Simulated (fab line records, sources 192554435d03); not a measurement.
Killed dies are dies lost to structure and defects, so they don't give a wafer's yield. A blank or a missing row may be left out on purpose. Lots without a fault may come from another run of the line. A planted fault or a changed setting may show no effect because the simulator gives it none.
Split-lot experiment | flow n5_finfet | 7 lots, 21 wafers read, on a route of 1938 steps

THE SPLIT
At N5_FIN_SAQP_COAT_49 (time 60 s, resist thk 100 nm), the setting spin_rpm was moved away from the recipe's 1500 rpm on 9 of the 21 wafers read, by -10.3% to +3.3%. The other wafers ran this setting at the recipe's value.

FROM THE SPLIT TO THE READING: what the file shows between them, 4 steps
- N5_FIN_SAQP_COAT_50: time 60 s, resist thk 35 nm
- N5_FIN_SAQP_COAT_10: resist thk 90 nm
- N5_FIN_SAQP_DESCUM_21: chemistry O2, time 7.9 s
- N5_FIN_SAQP_ETCH_51: etches SiARC in CF4, target depth 45.5 nm, time 75.8 s

THE READING
etch.depth_nm (the simulator's own value, which no gauge read), in nm, at N5_FIN_SAQP_ETCH_52 (etches SOC in N2/H2, target depth 100 nm, overetch 20 nm, time 150 s). The file gives no usual value for it. The 12 wafers here that ran the recipe average 99.94 nm, standard deviation 0.27 nm.

wafer  | tool, chamber at the split | spin_rpm as run, rpm | against the recipe | etch.depth_nm, nm | against lot-mates on the recipe
L077.3 | litho_track-05, 0          | 1419                 | -5.4%              | 102.9             | +3.33
L077.4 | litho_track-05, 0          | 1500                 | recipe             | 99.57             | -
L077.5 | litho_track-05, 0          | 1419                 | -5.4%              | 102.8             | +3.23
L079.3 | litho_track-05, 0          | 1500                 | recipe             | 100.2             | -
L079.4 | litho_track-05, 0          | 1500                 | recipe             | 100.3             | -
L079.6 | litho_track-05, 0          | 1500                 | recipe             | 99.8              | -
L080.2 | litho_track-05, 0          | 1500                 | recipe             | 100.4             | -
L080.3 | litho_track-05, 0          | 1398                 | -6.8%              | 103.6             | +3.20
L080.6 | litho_track-05, 0          | 1398                 | -6.8%              | 103.8             | +3.40
L083.2 | litho_track-02, 0          | 1432                 | -4.5%              | 102.3             | +2.20
L083.3 | litho_track-02, 0          | 1432                 | -4.5%              | 102.4             | +2.30
L083.6 | litho_track-02, 0          | 1500                 | recipe             | 100.1             | -
L087.3 | litho_track-05, 0          | 1346                 | -10.3%             | 105.4             | +5.41
L087.4 | litho_track-05, 0          | 1500                 | recipe             | 99.78             | -
L087.5 | litho_track-05, 0          | 1500                 | recipe             | 100.2             | -
L090.2 | litho_track-05, 0          | 1500                 | recipe             | 99.74             | -
L090.4 | litho_track-05, 0          | 1500                 | recipe             | 99.71             | -
L090.6 | litho_track-05, 0          | 1500                 | recipe             | 99.79             | -
L094.2 | litho_track-01, 0          | 1500                 | recipe             | 99.73             | -
L094.4 | litho_track-01, 0          | 1549                 | +3.3%              | 98.59             | -1.14
L094.6 | litho_track-01, 0          | 1549                 | +3.3%              | 98.57             | -1.16

THE FIT
A straight line over all 21 wafers: etch.depth_nm changes by -0.523 nm for each +1% of spin_rpm; r = -0.99; the points scatter about the line by 0.24 nm.
The same after taking each lot's own level away (the mean of its wafers on the recipe; 21 wafers): -0.502 nm for each +1%; r = -0.99; scatter 0.26 nm.
On that fit, the largest move of spin_rpm shifts the reading by 5.2 nm.
The lots' own levels span 99.570 to 100.400 nm, that is 3.1 times the standard deviation above.
So the lot-to-lot level changes the slope little: the two slopes agree.
Check: with one of the wafers moved furthest among these (-10.3%) left out of the fit, the line predicts +5.18 nm for it against its lot-mates. It came out at +5.41 nm against them.

OTHER SPLITS ON THESE WAFERS
These wafers also went through other splits before the reading. Each is held against what the fit with the lots' levels taken away leaves over:
other split on the same wafers            | wafers away from the commonest value | r with etch.depth_nm (lot level and that fit taken away)
N5_WELL_APT_EXPOSE_05 dose_mj             | 6                                    | +0.15
N5_WELL_APT_DEVELOP_07 develop_time_s     | 9                                    | -0.43
N5_PMOS_HMC_CHANNEL_EPI_EXPOSE_06 dose_mj | 7                                    | +0.27
N5_PMOS_HMC_CHANNEL_EPI_PEB_07 peb_temp_c | 6                                    | +0.00
N5_FIN_SAQP_HM_DEP_72 time_s              | 10                                   | -0.20

THE WHOLE CHAIN: every reading that the file lists as answering this split, in the file's order
step                | what it does                                                         | reading                                                                         | change (the file's fit)               | r (the file's)
N5_FIN_SAQP_COAT_49 | time 60 s, resist thk 100 nm                                         | SOC_of_FIN_SAQP_COAT_49.thk_nm (the simulator's own value, which no gauge read) | -0.517 nm for each +1% of the setting | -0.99
N5_FIN_SAQP_ETCH_52 | etches SOC in N2/H2, target depth 100 nm, overetch 20 nm, time 150 s | etch.depth_nm (the simulator's own value, which no gauge read)                  | -0.517 nm for each +1% of the setting | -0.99

THE FILE'S OWN FIT
etch.depth_nm changes by -0.517 nm for each +1% of spin_rpm, r = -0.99.
